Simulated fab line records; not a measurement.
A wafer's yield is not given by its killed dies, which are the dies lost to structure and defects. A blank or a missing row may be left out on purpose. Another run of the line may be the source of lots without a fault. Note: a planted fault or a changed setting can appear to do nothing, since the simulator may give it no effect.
What tool caused it? + flow n5-finfet + 6 lots with 17 wafers sampled at 4 steps, on a route of 1938 steps

WHAT THE GAUGES READ, wafer by wafer
N5_SD_EPI_P_OVL_MEAS_10.
| lot  | measured    | on         | SD_P_BLK_OVL (nm) |
|------|-------------|------------|-------------------|
| L416 | day 3 19:08 | overlay-02 | 0.2 2.0 1.8       |
| L420 | day 4 16:47 | overlay-02 | -2.2 -1.0         |
| L422 | day 5 09:40 | overlay-01 | -0.7 -0.5 -1.1    |
| L430 | day 7 05:55 | overlay-01 | -1.2 -0.4 -0.3    |
| L434 | day 8 06:14 | overlay-01 | 0.6 -0.6 0.3      |
| L437 | day 9 02:32 | overlay-02 | -0.4 -1.2 -0.8    |

EACH LOT AND THE TOOL THAT RAN IT (in order: tool; ch and the chambers of the sampled wafers; start)
| lot  | N5_SD_EPI_N_ETCH_34               | N5_SD_EPI_N_ETCH_16               | N5_SD_EPI_P_COAT_34              |
|------|-----------------------------------|-----------------------------------|----------------------------------|
| L416 | rie-diel-04 ch 0,2, day 3 14:51   | rie-diel-04 ch 0,2, day 3 15:26   | litho-track-05 ch 0, day 3 18:52 |
| L420 | rie-diel-01 ch 0,2, day 4 12:21   | rie-diel-01 ch 0,2, day 4 12:56   | litho-track-02 ch 0, day 4 16:24 |
| L422 | rie-diel-02 ch 0,2,3, day 5 01:26 | rie-diel-02 ch 0,2,3, day 5 02:01 | litho-track-05 ch 0, day 5 05:25 |
| L430 | rie-diel-01 ch 0,1,2, day 7 01:41 | rie-diel-01 ch 0,1,2, day 7 02:16 | litho-track-03 ch 0, day 7 05:38 |
| L434 | rie-diel-01 ch 1,2,3, day 8 01:04 | rie-diel-01 ch 1,2,3, day 8 01:39 | litho-track-05 ch 0, day 8 05:50 |
| L437 | rie-diel-02 ch 1,2,3, day 8 21:34 | rie-diel-02 ch 1,2,3, day 8 22:09 | litho-track-02 ch 0, day 9 02:15 |
- N5_SD_EPI_N_ETCH_34: etches SiARC in CF4, target depth 45.5 nm, time 75.8 s.
- N5_SD_EPI_N_ETCH_16: etches SiO2 in CHF3/O2, target depth 5 nm.
- N5_SD_EPI_P_COAT_34: time 60 s, resist thk 350 nm.

THE ANSWER, worked out from the rows above alone
Rule: the lots themselves supply what counts as usual. Put in order of their means at a reading, lots are off if they are a third of the lots or fewer, leave a main group of 4 or more, and stand apart from it by a gap of 3 or more times the standard deviation of the main group's means; of several such gaps the widest counts. A main group is skipped when, at the precision printed for the reading in the tables above, its means are all equal. A lot without any number at a reading at which 4 lots or more have one is off too. Where the step has rows for the other lots, those lots are counted as sound.
Nothing can be told from this: no lot is off at any reading shown.

WHAT THE SIMULATOR PUT IN
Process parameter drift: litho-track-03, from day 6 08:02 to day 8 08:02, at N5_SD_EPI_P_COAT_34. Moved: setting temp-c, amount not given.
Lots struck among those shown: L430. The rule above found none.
